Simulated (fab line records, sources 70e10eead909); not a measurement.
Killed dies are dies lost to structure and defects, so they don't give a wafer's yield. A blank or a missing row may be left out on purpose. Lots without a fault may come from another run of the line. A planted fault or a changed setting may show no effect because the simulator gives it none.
A struck lot beside a sound one | flow nand_harc | 14 steps out of a route of 1302
Sound: wafers L203.2, L203.4, L203.6. Struck: wafers L208.2, L208.6. (L208.5 of the same lot was not struck and is left out.) The cause comes at the end.
At each step with rows: each side's tool, then ch and its chambers, then its first start. Under that, the readings that differ: sound wafers | struck wafers | difference of the means | sigmas: that difference in standard deviations of wafers without a fault.
alike: readings whose means differ by less than 2 such deviations, and words and numbers that are the same on both sides. not compared: withheld readings, readings that some wafer has no value for, bounds like >300 that may hide the same value, and numbers for which the record gives no deviation and whose values overlap.
The two part at a step that has a row with sigmas, a row that says differs or no value, or rows on one side only. Numbers that don't overlap but have no deviation are shown without sigmas and don't part them. A reading that every wafer of one side lacks parts them only if that side has two wafers or more.

first, 4 steps without rows for these wafers: NHARC_A_BONDPAD_EBR_05; NHARC_A_BONDPAD_EXPOSE_06 (exposes mask A BPAD); NHARC_A_BONDPAD_PEB_07 (peb time 80 s); NHARC_A_BONDPAD_DEVELOP_08 (time 50 s).
NHARC_A_BONDPAD_CD_MEAS_09: target cd 500 nm.
  sound on cd_sem-01 ch 0, day 27 08:59; struck on cd_sem-02 ch 0, day 29 05:52
  alike: cd_nm
NHARC_A_BONDPAD_OVL_MEAS_35:
  sound on overlay-02, day 27 09:04; struck on overlay-01, day 29 05:56
  alike: overlay_x_nm, overlay_y_nm
then, 1 step without rows for these wafers: NHARC_A_BONDPAD_HARDBAKE_10 (time 65 s).
NHARC_A_BONDPAD_DESCUM_11: chemistry O2, time 3 s.
  sound on rie_diel-04 ch 0,2, day 27 09:11; struck on rie_diel-04 ch 0,1, day 29 06:05
  alike: chamber_pressure_mTorr, drypump_motor_current_A, o2_flow_sccm, oes_product_au, rf_vpp_V, showerhead_plenum_p_Torr, throttle_valve_pct
  not compared: rf_hours_counter_h
NHARC_A_BONDPAD_ETCH_34: etches the open film in N2/H2, target depth 60 nm, overetch 18 nm, time 65.91 s.
  sound on rie_diel-04 ch 2,3, day 27 09:17; struck on rie_diel-04 ch 1, day 29 06:10
  reading                         | sound          | struck    | difference | sigmas
  showerhead_plenum_p_Torr (Torr) | 2.19 2.02 2.19 | 1.92 1.92 | -0.21      | -2
  alike: chamber_pressure_mTorr, drypump_motor_current_A, oes_product_au, rf_vpp_V, run_length_s, throttle_valve_pct
  not compared: rf_hours_counter_h
NHARC_A_BONDPAD_ETCH_12: etches the open film in CHF3/O2, target depth 220 nm, time 110 s.
  sound on rie_diel-04 ch 1,2,3; struck on rie_diel-04 ch 0,3
  alike: chamber_pressure_mTorr, drypump_motor_current_A, o2_flow_sccm, oes_product_au, rf_vpp_V, run_length_s, showerhead_plenum_p_Torr, throttle_valve_pct
  not compared: rf_hours_counter_h
NHARC_A_BONDPAD_CD_MEAS_13:
  sound on cd_sem-01, day 27 09:31; struck on cd_sem-01, day 29 06:23
  alike: cd_nm
NHARC_A_BONDPAD_STRIP_15: strips in O2.
  sound on rie_diel-04 ch 0,1,2, day 27 09:35; struck on rie_diel-04 ch 1,2, day 29 06:29
  alike: chamber_pressure_mTorr, drypump_motor_current_A, o2_flow_sccm, oes_product_au, rf_vpp_V, showerhead_plenum_p_Torr, throttle_valve_pct
  not compared: rf_hours_counter_h
NHARC_A_BONDPAD_ETCH_24: etches the open film in CF4/N2, target depth 30 nm, time 72.99 s.
  sound on rie_diel-04 ch 0,1,3, day 27 09:45; struck on rie_diel-04 ch 1, day 29 06:37
  reading          | sound          | struck    | difference | sigmas
  run_length_s (s) | 93.5 94.7 94.3 | 78.3 78.1 | -16.0      | -31
  alike: chamber_pressure_mTorr, drypump_motor_current_A, oes_product_au, rf_vpp_V, showerhead_plenum_p_Torr, throttle_valve_pct
  not compared: rf_hours_counter_h
then, 1 step without rows for these wafers: NHARC_A_BONDPAD_STRIP_16 (strips in post etch residue remover, time 600 s).

WHERE THEY PART
First at NHARC_A_BONDPAD_ETCH_34; last, within this record, at NHARC_A_BONDPAD_ETCH_24.

WHY: what the simulator had put in
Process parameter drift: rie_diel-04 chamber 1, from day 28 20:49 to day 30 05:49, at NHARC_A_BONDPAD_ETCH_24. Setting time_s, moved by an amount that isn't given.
